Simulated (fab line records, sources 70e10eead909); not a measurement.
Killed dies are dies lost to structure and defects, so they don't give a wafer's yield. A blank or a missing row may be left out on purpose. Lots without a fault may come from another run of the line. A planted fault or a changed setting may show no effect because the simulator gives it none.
A struck lot beside a sound one | flow nand_harc | 22 steps out of a route of 1159
Sound: wafers L419.2, L419.4, L419.5. Struck: wafers L424.1, L424.2, L424.3. The cause comes at the end.
At each step with rows: each side's tool, then ch and its chambers, then its first start. Under that, the readings that differ: sound wafers | struck wafers | difference of the means | sigmas: that difference in standard deviations of wafers without a fault.
alike: readings whose means differ by less than 2 such deviations, and words and numbers that are the same on both sides. not compared: withheld readings, readings that some wafer has no value for, bounds like >300 that may hide the same value, and numbers for which the record gives no deviation and whose values overlap.
The two part at a step that has a row with sigmas, a row that says differs or no value, or rows on one side only. Numbers that don't overlap but have no deviation are shown without sigmas and don't part them. A reading that every wafer of one side lacks parts them only if that side has two wafers or more.

NHARC_A_CHANNEL_HOLE_D1_CD_MEAS_18:
  sound on cd_sem-03, day 9 12:28; struck on cd_sem-03, day 11 02:19
  alike: cd_nm
NHARC_A_CHANNEL_HOLE_D1_ETCH_19: etches the open film in C4F8/O2/Ar, time 34.5 s.
  sound on har_etch-01 ch 0,1, day 9 12:34; struck on har_etch-02 ch 0,1, day 11 02:23
  alike: drypump_motor_current_A, showerhead_plenum_p_Torr, throttle_valve_pct
  not compared: rf_hours_counter_h
then, 2 steps without rows for these wafers: NHARC_A_CHANNEL_HOLE_D1_ETCH_20 (etches the open film in C4F8/O2/Ar, time 361.9 s, target depth 1600 nm); NHARC_A_CHANNEL_HOLE_D1_ETCH_21 (etches the open film in C4F8/O2/Ar, time 514.3 s, target depth 1600 nm).
NHARC_A_CHANNEL_HOLE_D1_ETCH_22: etches the open film in C4F8/O2/Ar, time 666.7 s, target depth 1600 nm.
  sound on har_etch-01 ch 0,1, day 9 13:30; struck on har_etch-02 ch 0,1, day 11 03:15
  alike: drypump_motor_current_A, showerhead_plenum_p_Torr, throttle_valve_pct
  not compared: rf_hours_counter_h
then, 2 steps without rows for these wafers: NHARC_A_CHANNEL_HOLE_D1_ETCH_23 (etches the open film in C4F8/O2/Ar, time 819 s, target depth 1600 nm); NHARC_A_CHANNEL_HOLE_D1_ETCH_24 (etches the open film in C4F8/O2/Ar, time 906.2 s, target depth 1500 nm).
NHARC_A_CHANNEL_HOLE_D1_ETCH_25: etches the open film in C4F8/O2/Ar, time 1040.2 s, target depth 1500 nm.
  sound on har_etch-01 ch 0,1, day 9 15:35; struck on har_etch-02 ch 0,1, day 11 05:18
  alike: drypump_motor_current_A, showerhead_plenum_p_Torr, throttle_valve_pct
  not compared: rf_hours_counter_h
NHARC_A_CHANNEL_HOLE_D1_ETCH_26: etches the open film in C4F8/O2/Ar, time 224.1 s, target depth 300 nm.
  sound on har_etch-01 ch 0,1, day 9 16:20; struck on har_etch-02 ch 0,1, day 11 06:10
  alike: drypump_motor_current_A, showerhead_plenum_p_Torr, throttle_valve_pct
  not compared: rf_hours_counter_h
then, 3 steps without rows for these wafers: NHARC_A_CHANNEL_HOLE_D1_ETCH_33 (etches the open film in C4F8/O2/Ar, time 90 s, target depth 400 nm); NHARC_A_CHANNEL_HOLE_D1_STRIP_41 (strips in N2/H2); NHARC_A_CHANNEL_HOLE_D1_STRIP_42 (strips in CF4/CHF3).
NHARC_A_CHANNEL_HOLE_D1_STRIP_43: strips in O2/COS.
  sound on rie_diel-02 ch 0,3, day 9 17:11; struck on rie_diel-02 ch 1,2,3, day 11 07:03
NHARC_A_CHANNEL_HOLE_D1_ETCH_44: etches the open film in CF4/O2, target depth 140 nm, overetch 14 nm, time 77 s.
  sound on rie_diel-02 ch 2,3, day 9 17:15; struck on rie_diel-02 ch 0,2,3, day 11 07:07
  alike: drypump_motor_current_A, oes_ar_750_au, oes_o_777_au, oes_product_au, rf_vpp_V, showerhead_plenum_p_Torr, throttle_valve_pct
  not compared: rf_hours_counter_h
then, 3 steps without rows for these wafers: NHARC_A_CHANNEL_HOLE_D1_STRIP_27 (strips in O2); NHARC_A_CHANNEL_HOLE_D1_PRECLEAN_28 (cleans in SC1); NHARC_A_CHANNEL_HOLE_D1_SRD_29.
NHARC_A_CHANNEL_HOLE_D1_CD_MEAS_30:
  sound on cd_sem-01, day 9 18:03; struck on cd_sem-02, day 11 07:55
  alike: cd_nm
then, 1 step without rows for these wafers: NHARC_A_CHANNEL_HOLE_D1_XSEM_31.
NHARC_A_CHANNEL_HOLE_D1_INSPECT_40:
  sound on defect_inspect-01, day 9 18:14; struck on defect_inspect-01, day 11 08:05
  reading          | sound    | struck      | difference | sigmas
  raw_defect_count | 68 86 66 | 910 947 959 | +865       | +48
then, 1 step without rows for these wafers: NHARC_A_CHANNEL_FILL_D1_PRECLEAN_00 (cleans in SC1).
-- the record jumps here: 10 days lie between the struck wafers' starts before and after (it left off in module A_CHANNEL_FILL_D1 and takes up again in module END, whose first step shown is number 1159 of the route) --
NHARC_END_SORT_01:
  the record has rows for the struck wafers here (prober-01 ch 0, day 21 17:13) and none for the sound ones

WHERE THEY PART
First at NHARC_A_CHANNEL_HOLE_D1_INSPECT_40; last, within this record, at NHARC_END_SORT_01.

WHY: what the simulator had put in
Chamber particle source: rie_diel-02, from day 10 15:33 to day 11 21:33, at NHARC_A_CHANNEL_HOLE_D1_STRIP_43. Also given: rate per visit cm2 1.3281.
